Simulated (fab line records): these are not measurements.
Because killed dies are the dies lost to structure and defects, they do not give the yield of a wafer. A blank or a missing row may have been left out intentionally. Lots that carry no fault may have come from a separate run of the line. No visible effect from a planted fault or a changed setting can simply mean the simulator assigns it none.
3 desks looking at one fault :: flow n5 finfet :: numbers are kept per desk, each desk with only its own; the story behind them comes last

TOOL OWNER'S DESK, pecvd-03
The tool's own readings at N5_ZERO_LAYER_PECVD_02 (deposits SiO2 from SiH4/N2O, target thk 10 nm, time 6 s): means of the sampled wafers that have a number, for each lot that ran on this tool. If a lot's mean is further than 4 standard deviations from the usual mean, the lot is out of limits and carries the mark OUT (the distance appears in the brackets).
Columns: A = heater power w at N5_ZERO_LAYER_PECVD_02, usual 785 W; B = showerhead plenum p Torr at N5_ZERO_LAYER_PECVD_02, usual 8.17 Torr
lot: L224
first seen here: day 1 18:17
A: 773
B: 8.11

lot: L226
first seen here: day 2 06:17
A: 782
B: 8.14

lot: L241
first seen here: day 6 00:17
A: 748
B: 8.00

lot: L242
first seen here: day 6 06:17
A: 754
B: 8.00

lot: L244
first seen here: day 6 18:17
A: 742
B: 8.06

lot: L246
first seen here: day 7 06:19
A: 809
B: 8.24
This desk found nothing out of limits on any of the 6 lots.

THE DEFECT DESK
Per lot, the means of the sampled wafers with a number show what the inspections along the route counted. If a lot's mean is further than 4 standard deviations from the usual mean, the lot is out of limits and carries the mark OUT (the distance appears in the brackets).
Columns: A = raw defect count at N5_BEOL_M4_INSPECT_59, usual 78
lot: L223
first seen here: day 8 01:22
A: 79

lot: L224
first seen here: day 8 10:35
A: 102

lot: L226
first seen here: day 9 01:05
A: 76

lot: L239
first seen here: day 12 05:25
A: 95

lot: L242
first seen here: day 12 11:06
A: 78

lot: L240
first seen here: day 12 15:41
A: 47

lot: L243
first seen here: day 13 20:54
A: 117

lot: L241
first seen here: day 13 23:52
A: 80

lot: L244
first seen here: day 14 02:38
A: 121

lot: L246
first seen here: day 14 04:58
A: 75
This desk found nothing out of limits on any of the 10 lots.

AT THE METROLOGY DESK
Lot by lot, what the gauges showed, no matter which tool ran the lot: averages of those sampled wafers that carry a number. If a lot's mean is further than 4 standard deviations from the usual mean, the lot is out of limits and carries the mark OUT (the distance appears in the brackets). Only the readings that lie furthest out on some lot appear, 7 of the 11 it has.
Columns: A = CJ_N at N5_BEOL_M4_RC_MEAS_101, usual 4.35; B = IOFF_P at N5_BEOL_M4_RC_MEAS_101, usual 0.21 nA/um; C = ION_N at N5_BEOL_M4_RC_MEAS_101, usual 675 uA/um; D = ION_P at N5_BEOL_M4_RC_MEAS_101, usual 463 uA/um; E = SS_P at N5_BEOL_M4_RC_MEAS_101, usual 73.3 mV/dec; F = VT_N at N5_BEOL_M4_RC_MEAS_101, usual 250 mV; G = VT_P at N5_BEOL_M4_RC_MEAS_101, usual -251 mV
lot: L223
first seen here: day 8 01:43
A: 4.32
B: 0.19
C: 661
D: 453
E: 73.7
F: 251
G: -254

lot: L224
first seen here: day 8 10:36
A: 4.41
B: 0.24
C: 686
D: 466
E: 73.8
F: 246
G: -249

lot: L226
first seen here: day 9 01:07
A: 4.00
B: 0.21
C: 673
D: 462
E: 72.7
F: 249
G: -250

lot: L239
first seen here: day 12 05:36
A: 4.28
B: 0.25
C: 690
D: 470
E: 73.3
F: 247
G: -246

lot: L242
first seen here: day 12 11:17
A: 4.43
B: 0.25
C: 679
D: 468
E: 73.5
F: 249
G: -248

lot: L240
first seen here: day 12 15:52
A: 4.27
B: 0.18
C: 662
D: 459
E: 72.9
F: 255
G: -253

lot: L243
first seen here: day 13 21:14
A: 4.38
B: 0.24
C: 680
D: 467
E: 74.3
F: 249
G: -247

lot: L241
first seen here: day 14 00:33
A: 4.31
B: 0.27
C: 683
D: 471
E: 74.0
F: 249
G: -247

lot: L244
first seen here: day 14 02:49
A: 4.37
B: 0.19
C: 676
D: 460
E: 73.1
F: 249
G: -253

lot: L246
first seen here: day 14 05:08
A: 4.17
B: 0.19
C: 669
D: 457
E: 73.1
F: 252
G: -253
This desk found nothing out of limits on any of the 10 lots.

PUT TOGETHER
Nothing out of limits was seen by the tool owner's desk.
Nothing the defect desk looked at was out of limits.
Nothing out of limits was seen by the metrology desk.

WHAT WAS PUT IN BY THE SIMULATOR
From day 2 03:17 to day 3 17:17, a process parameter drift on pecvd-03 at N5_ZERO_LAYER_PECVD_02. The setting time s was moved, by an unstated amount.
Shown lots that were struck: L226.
